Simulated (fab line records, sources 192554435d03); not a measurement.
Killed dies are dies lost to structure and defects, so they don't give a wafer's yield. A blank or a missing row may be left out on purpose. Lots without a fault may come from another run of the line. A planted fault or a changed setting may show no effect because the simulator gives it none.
Which tool did it? | flow n5_finfet | 10 lots, 28 wafers sampled, at 5 steps of a route of 1938

WHAT THE GAUGES READ, wafer by wafer
The record holds no reading of a measuring or inspecting step that can be judged against a usual standard deviation.

WHICH TOOL RAN EACH LOT (tool, then ch and the chambers of the sampled wafers, then the start)
lot  | N5_BEOL_M7_ETCH_72                 | N5_BEOL_M7_ETCH_41                            | N5_BEOL_M7_PRE_CLEAN_45      | N5_BEOL_M7_ECD_50              | N5_BEOL_M7_CMP_52
L455 | rie_diel-01 ch 0, day 9 03:41      | rie_diel-01 ch 0, day 9 04:54 or earlier      | pvd_sputter-03, day 9 04:54  | ecd_cu-02 ch 0, day 9 05:38    | cmp-02 ch 1,2, day 9 06:01
L458 | rie_diel-03 ch 0,1,2, day 9 18:40  | rie_diel-03 ch 0,1,2, day 9 20:05 or earlier  | pvd_sputter-03, day 9 20:05  | ecd_cu-01 ch 0,1, day 9 20:52  | cmp-04 ch 0,1,3, day 9 21:33
L459 | rie_diel-03 ch 1,3, day 9 22:43    | rie_diel-03 ch 1,3, day 10 00:04 or earlier   | pvd_sputter-01, day 10 00:04 | ecd_cu-02 ch 0,1, day 10 02:02 | cmp-04 ch 0,1, day 10 02:26
L460 | rie_diel-03 ch 0,2, day 10 01:53   | rie_diel-03 ch 0,2, day 10 02:59 or earlier   | pvd_sputter-01, day 10 02:59 | ecd_cu-02 ch 0, day 10 03:46   | cmp-04 ch 1,2,3, day 10 04:23
L461 | rie_diel-03 ch 0,1, day 10 09:32   | rie_diel-03 ch 0,1, day 10 10:47 or earlier   | pvd_sputter-01, day 10 10:47 | ecd_cu-01 ch 0,1, day 10 12:23 | cmp-02 ch 2,3, day 10 13:10
L463 | rie_diel-03 ch 1,2, day 11 01:45   | rie_diel-03 ch 1,2, day 11 05:06 or earlier   | pvd_sputter-01, day 11 05:06 | ecd_cu-01 ch 0,1, day 11 05:53 | cmp-01 ch 0,1,3, day 11 06:20
L466 | rie_diel-01 ch 2,3, day 11 20:08   | rie_diel-01 ch 2,3, day 11 21:25 or earlier   | pvd_sputter-03, day 11 21:25 | ecd_cu-02 ch 0,1, day 11 22:04 | cmp-04 ch 0,2,3, day 11 22:46
L473 | rie_diel-01 ch 1,2, day 13 21:32   | rie_diel-01 ch 1,2, day 13 22:41 or earlier   | pvd_sputter-02, day 13 22:41 | ecd_cu-01 ch 0, day 13 23:35   | cmp-04 ch 0,3, day 14 00:22
L476 | rie_diel-03 ch 1,2, day 14 10:27   | rie_diel-03 ch 1,2, day 14 11:28 or earlier   | pvd_sputter-02, day 14 11:28 | ecd_cu-01 ch 0,1, day 14 12:12 | cmp-04 ch 0,2,3, day 14 12:43
L478 | rie_diel-01 ch 0,2,3, day 15 09:14 | rie_diel-01 ch 0,2,3, day 15 12:15 or earlier | pvd_sputter-03, day 15 12:15 | ecd_cu-02 ch 0,1, day 15 12:59 | cmp-04 ch 2,3, day 15 13:23
- N5_BEOL_M7_ETCH_72: etches underlayer in N2/H2, target depth 6.5 nm, time 5.2 s.
- N5_BEOL_M7_ETCH_41: etches SiCN in CH3F/O2, target depth 31.9 nm, time 57.8 s.
- N5_BEOL_M7_PRE_CLEAN_45: time 30 s.
- N5_BEOL_M7_ECD_50: material Cu, target thk 300 nm.
- N5_BEOL_M7_CMP_52: polishes, stops on SiCOH lowk, t overpolish 6.9 s, target thk 80 nm.

WHAT THE TOOLS THEMSELVES READ (means of the sampled wafers that have a number; where no wafer has one, the mark that the record gives instead)
N5_BEOL_M7_ETCH_72. Usual: drypump_motor_current_A 5.7 A, standard deviation 0.58; etch_rf_on_time_s 5.20 s, standard deviation 0.13; oes_product_au 0.68 a.u., standard deviation 0.071; rf_vpp_V 523.8 V, standard deviation 2.5; showerhead_plenum_p_Torr 2.54 Torr, standard deviation 0.074; throttle_valve_pct 17.75 %, standard deviation 0.24.
lot  | tool        | drypump_motor_current_A (A) | etch_rf_on_time_s (s) | oes_product_au (a.u.) | rf_vpp_V (V) | showerhead_plenum_p_Torr (Torr) | throttle_valve_pct (%) | flag
L455 | rie_diel-01 | 4.7                         | 5.07                  | 0.77                  | 525.6        | 2.57                            | 17.59                  |
L458 | rie_diel-03 | 5.3                         | 5.21                  | 0.65                  | 523.1        | 2.50                            | 17.73                  |
L459 | rie_diel-03 | 6.0                         | 5.25                  | 0.62                  | 526.1        | 2.59                            | 17.74                  |
L460 | rie_diel-03 | 5.2                         | 5.21                  | 0.67                  | 524.0        | 2.51                            | 17.62                  |
L461 | rie_diel-03 | 5.2                         | 5.04                  | 0.67                  | 524.4        | 2.54                            | 17.64                  |
L463 | rie_diel-03 | 5.4                         | 5.18                  | 0.61                  | 520.5        | 2.48                            | 17.85                  |
L466 | rie_diel-01 | 6.2                         | 5.01                  | 0.76                  | 520.9        | 2.49                            | 17.62                  |
L473 | rie_diel-01 | 5.7                         | 5.15                  | 0.67                  | 523.6        | 2.50                            | 17.91                  |
L476 | rie_diel-03 | 5.4                         | 5.22                  | 0.73                  | 526.6        | 2.64                            | 17.61                  |
L478 | rie_diel-01 | 5.8                         | 5.13                  | 0.71                  | 521.1        | 2.50                            | 17.67                  |

N5_BEOL_M7_ETCH_41. Usual: O2_flow_sccm 20.00 sccm, standard deviation 0.061; drypump_motor_current_A 5.7 A, standard deviation 0.58; mfc_ar_sccm 149.9 sccm, standard deviation 0.46; oes_product_au 0.80 a.u., standard deviation 0.084; rf_vpp_V 297.3 V, standard deviation 1.5; showerhead_plenum_p_Torr 2.00 Torr, standard deviation 0.064; throttle_valve_pct 16.25 %, standard deviation 0.27.
lot  | tool        | O2_flow_sccm (sccm) | drypump_motor_current_A (A) | mfc_ar_sccm (sccm) | oes_product_au (a.u.) | rf_vpp_V (V) | showerhead_plenum_p_Torr (Torr) | throttle_valve_pct (%) | flag
L455 | rie_diel-01 | 20.02               | 4.8                         | 149.3              | 0.88                  | 299.1        | 2.03                            | 16.09                  |
L458 | rie_diel-03 | 20.02               | 5.3                         | 150.2              | 0.76                  | 296.6        | 1.97                            | 16.23                  |
L459 | rie_diel-03 | 19.92               | 5.9                         | 149.6              | 0.72                  | 298.8        | 2.05                            | 16.36                  |
L460 | rie_diel-03 | 20.05               | 5.2                         | 149.9              | 0.79                  | 296.9        | 1.97                            | 16.10                  |
L461 | rie_diel-03 | 20.00               | 5.2                         | 149.6              | 0.78                  | 297.3        | 2.00                            | 16.14                  |
L463 | rie_diel-03 | 19.91               | 5.4                         | 149.7              | 0.72                  | 296.6        | 1.97                            | 16.39                  |
L466 | rie_diel-01 | 19.99               | 6.2                         | 150.0              | 0.89                  | 295.5        | 1.95                            | 15.99                  |
L473 | rie_diel-01 | 19.98               | 5.7                         | 150.2              | 0.79                  | 296.6        | 1.94                            | 16.27                  |
L476 | rie_diel-03 | 20.02               | 5.4                         | 150.0              | 0.86                  | 298.8        | 2.09                            | 16.18                  |
L478 | rie_diel-01 | 20.02               | 5.8                         | 149.5              | 0.84                  | 296.7        | 1.96                            | 16.13                  |

N5_BEOL_M7_PRE_CLEAN_45. Usual: heater_power_w 334 W, standard deviation 25.
lot  | tool           | heater_power_w (W) | flag
L455 | pvd_sputter-03 | 326                |
L458 | pvd_sputter-03 | 331                |
L459 | pvd_sputter-01 | 328                |
L460 | pvd_sputter-01 | 313                |
L461 | pvd_sputter-01 | 323                |
L463 | pvd_sputter-01 | 328                |
L466 | pvd_sputter-03 | 337                |
L473 | pvd_sputter-02 | 366                |
L476 | pvd_sputter-02 | 363                |
L478 | pvd_sputter-03 | 321                |

N5_BEOL_M7_CMP_52. Usual: motor_current_A 5.8 A, standard deviation 0.41; time_to_endpoint_s 61.0 s, standard deviation 2.9.
lot  | tool   | motor_current_A (A) | time_to_endpoint_s (s) | flag
L455 | cmp-02 | 5.7                 | 59.1                   |
L458 | cmp-04 | 5.7                 | 62.2                   |
L459 | cmp-04 | 5.7                 | 61.1                   |
L460 | cmp-04 | 5.7                 | 62.8                   |
L461 | cmp-02 | 5.7                 | 63.6                   |
L463 | cmp-01 | 5.9                 | 57.2                   |
L466 | cmp-04 | 5.6                 | 36.0                   | OFF
L473 | cmp-04 | 5.7                 | 62.0                   |
L476 | cmp-04 | 5.8                 | 59.9                   |
L478 | cmp-04 | 5.8                 | 64.1                   |

THE ANSWER, worked out from the rows above alone
Rule: a lot is off if the mean of its wafers that have a number lies more than 3 standard deviations from the usual mean. A lot without any number at a reading at which 4 lots or more have one is off too. The other lots that the step has rows for count as sound. The gauges are gone through in route order, then the tools' own readings, and for those a lot's mean is taken as printed above. The first step at which some lot is off is used, and at that step the reading that is off furthest; a lot without a number counts as furthest.
Off: L466, at N5_BEOL_M7_CMP_52 (time_to_endpoint_s).
A tool fits if, at that step or a process step before it, it ran every lot that is off, and no sound lot after the first of them. N5_BEOL_M7_ETCH_41 gives no start for some lots, so the hours and the order of its lots are those of N5_BEOL_M7_PRE_CLEAN_45. None of those tried fits.

WHAT THE SIMULATOR HAD PUT IN
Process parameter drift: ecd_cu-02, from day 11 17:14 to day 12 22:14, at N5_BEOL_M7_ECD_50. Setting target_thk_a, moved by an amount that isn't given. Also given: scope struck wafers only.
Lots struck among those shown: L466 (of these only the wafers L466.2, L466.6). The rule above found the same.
